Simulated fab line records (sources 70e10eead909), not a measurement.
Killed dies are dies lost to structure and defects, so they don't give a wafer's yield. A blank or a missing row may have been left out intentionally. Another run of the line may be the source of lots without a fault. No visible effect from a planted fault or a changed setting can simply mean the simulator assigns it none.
Code-filled problem report in 8D (eight disciplines) form / flow nand_harc / the parts of the form that need people (team, actions taken, sign-off) are left out

== 1. PROBLEM STATEMENT ==
Wafers without a fault read 100.0 nm, standard deviation 0.44; cd_nm at NHARC_A_CHANNEL_HOLE_D1_CD_MEAS_10 reads a mean of 102.7 nm on 6 wafers belonging to 2 lots. That is +6.2 standard deviations from the usual mean.
The step: target cd 100 nm.
Earliest sighting: wafer L594.1 on cd_sem-03 at day 12 09:56. The record has a number at this step for 30 wafers belonging to 10 lots. Rule for "out", or "out of limits": more than 4 standard deviations from the usual mean. All remaining wafers that have a number are taken as sound.

== 2. WHAT THIS IS AND IS NOT ==
question=which readings at this step | is=cd_nm | is not=-
question=which lots | is=L593, L594 | is not=L580, L585, L591, L595, L596, L599, L600, L602
question=which wafers of those lots | is=all that have a number | is not=-
question=read on which gauges | is=cd_sem-03 | is not=cd_sem-01, cd_sem-02
question=when | is=from day 12 09:56 | is not=up to then (12 sound wafers); but 12 sound wafers of L595, L599, L600, L602 came after

== 3. WHAT RULES OUT EACH SUSPECT ==
Counting: a tool at any process step up to the reading remains a suspect when it ran all the lots that are out and ran no sound lot after the first of those.
- the gauge at NHARC_A_CHANNEL_HOLE_D1_CD_MEAS_10: kept. All the wafers that are out were read on cd_sem-03, and no step on other tools shows them out.
- litho_track-06 at NHARC_A_CHANNEL_HOLE_D1_PEB_08 (peb time 65 s): kept. It ran every lot that is out, first L594 (day 12 09:51), and no sound lot after that.
Remaining after the count are litho_track-06 at NHARC_A_CHANNEL_HOLE_D1_PEB_08 and cd_sem-03 at NHARC_A_CHANNEL_HOLE_D1_CD_MEAS_10.

== 4. THE CAUSE (what the simulator had put in) ==
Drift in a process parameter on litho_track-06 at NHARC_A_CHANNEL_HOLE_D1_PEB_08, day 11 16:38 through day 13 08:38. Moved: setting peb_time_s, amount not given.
Of the 2 suspects that counting leaves, this tool is one.

== 5. THE CHAIN OF EFFECTS, in route order ==
Each row: a reading where the mean over the struck wafers with a number is more than 3 standard deviations away from the usual. Only readings whose record carries a usual standard deviation are examined. hours: median over the lots of the time between each lot's start at the first step of this table that gives one and its start at this step. sigmas: the change, counted in usual standard deviations.
hours=0; step=NHARC_A_CHANNEL_HOLE_D1_CD_MEAS_10; reading=cd_nm; usual=100.0 nm; on struck wafers=102.7; change=+2.7; sigmas=+6.2
hours=12; step=NHARC_A_CHANNEL_HOLE_D1_CD_MEAS_30; reading=cd_nm; usual=89.7 nm; on struck wafers=92.8; change=+3.1; sigmas=+3.9
hours=12; step=NHARC_A_CHANNEL_HOLE_D1_XSEM_31; reading=bot_cd_nm; usual=74.3 nm; on struck wafers=77.3; change=+3.0; sigmas=+3.2
Process steps it contains:
- NHARC_A_CHANNEL_HOLE_D1_XSEM_31
Later steps that measure or inspect, where all struck wafers having a row at the step show a number for every such reading and not one has moved that far: NHARC_A_CHANNEL_HOLE_D1_INSPECT_40.

== 6. HOW IT WOULD HAVE BEEN CAUGHT EARLIER ==
The first out-of-limits reading at a measuring or inspecting step in this record came at day 12 09:56, 17 hours after the fault's start at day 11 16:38.
Of the lots that are out (2), L593 began NHARC_A_CHANNEL_HOLE_D1_PEB_08 on litho_track-06 after day 12 09:56. Had the tool been put on hold then, it would have been spared.
